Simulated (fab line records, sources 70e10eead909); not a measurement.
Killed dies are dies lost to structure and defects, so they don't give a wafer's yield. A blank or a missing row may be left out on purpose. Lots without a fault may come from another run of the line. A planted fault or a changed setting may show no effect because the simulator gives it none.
Problem report in the 8D (eight disciplines) form, filled by code | flow nand_harc | the parts of the form that need people (team, actions taken, sign-off) are left out

1. THE PROBLEM
thk_nm at NHARC_A_ONON_D2_THK_MEAS_27 reads a mean of 579 nm on 6 wafers of 2 lots; wafers without a fault read 1002 nm with a standard deviation of 8.9. That is -48 standard deviations from the usual mean.
The step: measures by ellipsometry.
First seen on wafer L946.2, day 17 12:46, on film_metro-02. The record holds 42 wafers of 14 lots with a number at this step. Rule for "out", or "out of limits": more than 4 standard deviations from the usual mean. The other wafers with a number count as sound.

2. WHAT IT IS AND WHAT IT IS NOT
question                    | is                           | is not
which readings at this step | thk_nm                       | -
which lots                  | L946, L947                   | L934, L935, L936, L938, L939, L948, L949, L950, L954, L955, L956, L957
which wafers of those lots  | all that have a number       | -
read on which gauges        | film_metro-01, film_metro-02 | -
when                        | from day 17 12:46            | up to then (15 sound wafers); but 21 sound wafers of L948, L949, L950, L954, L955, L956, L957 came after

3. SUSPECTS, AND WHAT RULES EACH OUT
Counting: a tool at a process step up to the reading stays a suspect if it ran every lot that is out and no sound lot after the first of them.
- the gauge at NHARC_A_ONON_D2_THK_MEAS_27: ruled out. The wafers that are out were read on 2 gauges (film_metro-01, film_metro-02).
- pecvd_onon-03 at NHARC_A_ONON_D2_DEP_25 (target thk 1000 nm): ruled out as a lasting fault. Sound lots L954, L957 ran on it after its first lot that is out, L946 (day 17 12:19).
Left after counting: nothing in the record.

4. THE CAUSE (what the simulator had put in)
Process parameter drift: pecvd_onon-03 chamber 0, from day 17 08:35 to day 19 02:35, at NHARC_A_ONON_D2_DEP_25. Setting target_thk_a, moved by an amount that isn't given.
Counting ruled it out, wrongly: the rule takes a fault to strike every lot that its tool runs from its start on, and this one did not.

5. THE CHAIN OF EFFECTS, in route order
Each row: a reading whose mean over the struck wafers that have a number lies more than 3 standard deviations from the usual. Only readings for which the record gives a usual standard deviation are gone through. hours: the time from each lot's start at the first step in this table that gives one to its start at this step, as a median over the lots. sigmas: the change in usual standard deviations.
hours | step                        | reading         | usual   | on struck wafers | change | sigmas
0     | NHARC_A_ONON_D2_THK_MEAS_27 | thk_nm          | 1002 nm | 579              | -423   | -48
274   | NHARC_END_SORT_01           | killed_at_array | 63      | 674              | +611   | +23
274   | NHARC_END_SORT_01           | killed_dies     | 67      | 677              | +610   | +22

6. WHAT WOULD HAVE CAUGHT IT SOONER
In this record the first reading out of limits at a measuring or inspecting step was taken at day 17 12:46, 4 hours after the fault began at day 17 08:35.
